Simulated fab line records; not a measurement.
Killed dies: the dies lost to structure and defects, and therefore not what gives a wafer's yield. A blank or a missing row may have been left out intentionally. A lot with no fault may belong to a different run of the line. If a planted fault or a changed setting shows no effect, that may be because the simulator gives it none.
Which tool was responsible?	flow nand-harc	15 lots with 45 wafers sampled at 4 steps, on a route of 1159 steps

WHAT THE GAUGES READ, wafer by wafer
No reading from a measuring or inspecting step in the record can be judged against a usual standard deviation.

WHAT TOOL EACH LOT RAN ON (gives the tool, then ch and the chambers of the sampled wafers, and finally the start)
lot	NHARC_A_CONTACT_ETCH_106	NHARC_A_CONTACT_STRIP_82	NHARC_A_CONTACT_EXPOSE_05	NHARC_A_CONTACT_DESCUM_13
L854	rie-diel-03 ch 1,2, day 16 09:22	rie-diel-03 ch 1,2,3, day 16 13:41 or earlier	arfi-scanner-03 ch 0, day 16 13:41	rie-diel-03 ch 0,1,2, day 16 14:03
L855	rie-diel-06 ch 0,1,3, day 16 18:49	rie-diel-06 ch 0,1, day 16 23:41 or earlier	arfi-scanner-02 ch 0, day 16 23:41	rie-diel-03 ch 0,2, day 17 00:02
L857	rie-diel-06 ch 0,2, day 17 01:41	rie-diel-06 ch 1,2,3, day 17 04:12 or earlier	arfi-scanner-01 ch 0, day 17 04:12	rie-diel-06 ch 0,1, day 17 04:31
L856	rie-diel-06 ch 1,2,3, day 17 10:06	rie-diel-06 ch 0,1,2, day 17 12:50 or earlier	arfi-scanner-03 ch 0, day 17 12:50	rie-diel-06 ch 0,1,3, day 17 13:22
L859	rie-diel-06 ch 0,3, day 17 16:03	rie-diel-06 ch 2,3, day 17 18:24 or earlier	arfi-scanner-03 ch 0, day 17 18:24	rie-diel-06 ch 1,3, day 17 18:44
L858	rie-diel-08 ch 1,2,3, day 17 17:41	rie-diel-08 ch 0,2, day 17 21:08 or earlier	arfi-scanner-02 ch 0, day 17 21:08	rie-diel-03 ch 1,2, day 17 21:28
L860	rie-diel-08 ch 0,1,2, day 17 21:20	rie-diel-08 ch 0,1,2, day 17 23:44 or earlier	arfi-scanner-02 ch 0, day 17 23:44	rie-diel-03 ch 0,2,3, day 18 00:05
L861	rie-diel-08 ch 0,1,3, day 18 13:29	rie-diel-08 ch 0,2,3, day 18 15:58 or earlier	arfi-scanner-01 ch 0, day 18 15:58	rie-diel-03 ch 0,1,2, day 18 16:18
L862	rie-diel-06 ch 2,3, day 19 03:08	rie-diel-06 ch 0,1,2, day 19 05:42 or earlier	arfi-scanner-03 ch 0, day 19 05:42	rie-diel-06 ch 0,3, day 19 06:02
L865	rie-diel-08 ch 2,3, day 19 14:27	rie-diel-08 ch 1,3, day 19 18:19 or earlier	arfi-scanner-01 ch 0, day 19 18:19	rie-diel-03 ch 2,3, day 19 18:39
L863	rie-diel-06 ch 0,2,3, day 19 19:12	rie-diel-06 ch 1,2,3, day 19 23:47 or earlier	arfi-scanner-02 ch 0, day 19 23:47	rie-diel-06 ch 2,3, day 20 00:07
L867	rie-diel-03 ch 1,2,3, day 20 04:46	rie-diel-03 ch 0,1,2, day 20 09:38 or earlier	arfi-scanner-02, day 20 09:38	rie-diel-08 ch 0,1, day 20 09:58
L868	rie-diel-08 ch 1,3, day 20 08:36	rie-diel-08 ch 0,1, day 20 11:02 or earlier	arfi-scanner-02, day 20 11:02	rie-diel-06 ch 0,1,3, day 20 11:22
L869	rie-diel-08 ch 0,1,3, day 20 11:28	rie-diel-08 ch 0,1, day 20 14:37 or earlier	arfi-scanner-03, day 20 14:37	rie-diel-08 ch 1,3, day 20 14:56
L877	rie-diel-06 ch 0,1, day 22 14:43	rie-diel-06 ch 1,2,3, day 22 18:55 or earlier	arfi-scanner-02 ch 0, day 22 18:55	rie-diel-08 ch 2,3, day 22 19:14
- NHARC_A_CONTACT_ETCH_106: etches the open film in CF4/O2, target depth 60 nm, overetch 6 nm, time 33 s.
- NHARC_A_CONTACT_STRIP_82: strips in O2.
- NHARC_A_CONTACT_EXPOSE_05: exposes mask A CC.
- NHARC_A_CONTACT_DESCUM_13: chemistry O2, time 3 s.

WHAT THE TOOLS THEMSELVES READ (means of the sampled wafers that have a number; where no wafer has one, the mark that the record gives instead)
NHARC_A_CONTACT_ETCH_106.
lot	tool	drypump-motor-current-A (A)	oes-product-au (a.u.)	rf-vpp-V (V)	showerhead-plenum-p-Torr (Torr)	throttle-valve-pct (%)
L854	rie-diel-03	5.7	1.002	196.0	1.27	13.395
L855	rie-diel-06	5.8	1.006	197.3	1.32	13.399
L857	rie-diel-06	6.3	1.001	197.3	1.30	13.399
L856	rie-diel-06	6.0	1.001	198.5	1.33	13.404
L859	rie-diel-06	5.8	1.002	197.8	1.34	13.396
L858	rie-diel-08	6.0	1.006	197.5	1.31	13.399
L860	rie-diel-08	6.2	0.999	196.6	1.29	13.394
L861	rie-diel-08	5.9	1.000	197.3	1.27	13.389
L862	rie-diel-06	5.9	0.995	198.8	1.34	13.397
L865	rie-diel-08	6.1	0.997	197.1	1.33	13.403
L863	rie-diel-06	6.0	1.003	196.5	1.32	13.399
L867	rie-diel-03	5.6	1.007	197.2	1.27	13.405
L868	rie-diel-08	5.7	0.997	197.2	1.28	13.398
L869	rie-diel-08	5.9	0.994	196.7	1.27	13.384
L877	rie-diel-06	5.9	1.014	196.2	1.30	13.405

NHARC_A_CONTACT_STRIP_82.
lot	tool	drypump-motor-current-A (A)	oes-product-au (a.u.)	rf-vpp-V (V)	showerhead-plenum-p-Torr (Torr)	throttle-valve-pct (%)
L854	rie-diel-03	5.6	1.004	57.8	3.39	17.030
L855	rie-diel-06	5.8	1.007	57.9	3.46	17.036
L857	rie-diel-06	6.0	0.996	57.2	3.51	17.040
L856	rie-diel-06	6.1	1.005	57.2	3.46	17.026
L859	rie-diel-06	6.2	0.990	58.2	3.51	17.031
L858	rie-diel-08	6.3	0.996	58.2	3.39	17.028
L860	rie-diel-08	6.2	1.007	58.0	3.42	17.031
L861	rie-diel-08	6.1	0.993	57.3	3.43	17.036
L862	rie-diel-06	6.1	1.012	57.2	3.46	17.044
L865	rie-diel-08	5.7	0.994	57.4	3.40	17.035
L863	rie-diel-06	6.0	1.021	57.6	3.51	17.046
L867	rie-diel-03	6.0	1.011	56.7	3.32	17.035
L868	rie-diel-08	6.0	1.003	57.4	3.36	17.036
L869	rie-diel-08	6.0	0.998	57.4	3.36	17.034
L877	rie-diel-06	5.9	1.008	57.7	3.50	17.031

NHARC_A_CONTACT_EXPOSE_05.
lot	tool	exposure-dose-mJ-cm2	focus-offset-nm (nm)
L854	arfi-scanner-03	84.23	0.5
L855	arfi-scanner-02	84.16	-0.4
L857	arfi-scanner-01	84.17	-0.2
L856	arfi-scanner-03	84.25	-0.1
L859	arfi-scanner-03	84.15	0.1
L858	arfi-scanner-02	84.16	0.3
L860	arfi-scanner-02	84.28	-0.9
L861	arfi-scanner-01	84.15	0.2
L862	arfi-scanner-03	84.25	0.3
L865	arfi-scanner-01	84.14	0.0
L863	arfi-scanner-02	84.18	0.8
L867	arfi-scanner-02	-	-
L868	arfi-scanner-02	-	-
L869	arfi-scanner-03	-	-
L877	arfi-scanner-02	84.37	-0.4

NHARC_A_CONTACT_DESCUM_13.
lot	tool	drypump-motor-current-A (A)	oes-product-au (a.u.)	rf-vpp-V (V)	showerhead-plenum-p-Torr (Torr)	throttle-valve-pct (%)
L854	rie-diel-03	6.0	1.005	56.9	1.80	11.313
L855	rie-diel-03	6.2	1.005	57.5	1.79	11.315
L857	rie-diel-06	5.9	1.013	57.8	1.86	11.314
L856	rie-diel-06	5.8	1.006	57.3	1.89	11.305
L859	rie-diel-06	5.7	1.005	57.4	1.93	11.312
L858	rie-diel-03	5.7	1.005	57.3	1.81	11.313
L860	rie-diel-03	5.8	1.015	56.8	1.81	11.313
L861	rie-diel-03	6.0	1.014	57.1	1.80	11.308
L862	rie-diel-06	5.9	1.007	57.8	1.88	11.306
L865	rie-diel-03	5.4	1.019	57.8	1.83	11.314
L863	rie-diel-06	6.3	0.999	57.4	1.90	11.307
L867	rie-diel-08	6.0	0.995	57.5	1.81	11.314
L868	rie-diel-06	5.8	1.004	57.9	1.89	11.313
L869	rie-diel-08	5.8	0.998	57.3	1.83	11.306
L877	rie-diel-08	5.8	1.004	57.5	1.86	11.309

THE ANSWER, worked out from the rows above alone
Rule: the lots themselves supply what counts as usual. The widest of any qualifying gaps counts: lots, ordered by their means at a reading, are off when they make up no more than a third of the lots, leave a main group of 4 or more, and stand apart from it by 3 or more times the standard deviation of that group's means. The tables above print the reading to a certain number of digits; a main group whose means all agree to those digits is not used. A lot without any number at a reading at which 4 lots or more have one is off too. Where the step has rows for the other lots, those lots are counted as sound. Order of review: gauges by route order, followed by the tools' own readings, for which a lot's mean as printed above is used. At the first step where some lot is off, the reading lying furthest off is the one used; lots without a number count as furthest.
Off at NHARC_A_CONTACT_EXPOSE_05 (exposure-dose-mJ-cm2): L867, L868, L869. Without a number there: L867, L868, L869. Mean 84.21 and standard deviation 0.067 in the main group.
A tool fits if, at that step or a process step before it, it ran every lot that is off, and no sound lot after the first of them. NHARC_A_CONTACT_STRIP_82: start missing for some lots; hours and lot order therefore follow NHARC_A_CONTACT_EXPOSE_05. No candidate that was tried fits.

WHAT THE SIMULATOR HAD PUT IN
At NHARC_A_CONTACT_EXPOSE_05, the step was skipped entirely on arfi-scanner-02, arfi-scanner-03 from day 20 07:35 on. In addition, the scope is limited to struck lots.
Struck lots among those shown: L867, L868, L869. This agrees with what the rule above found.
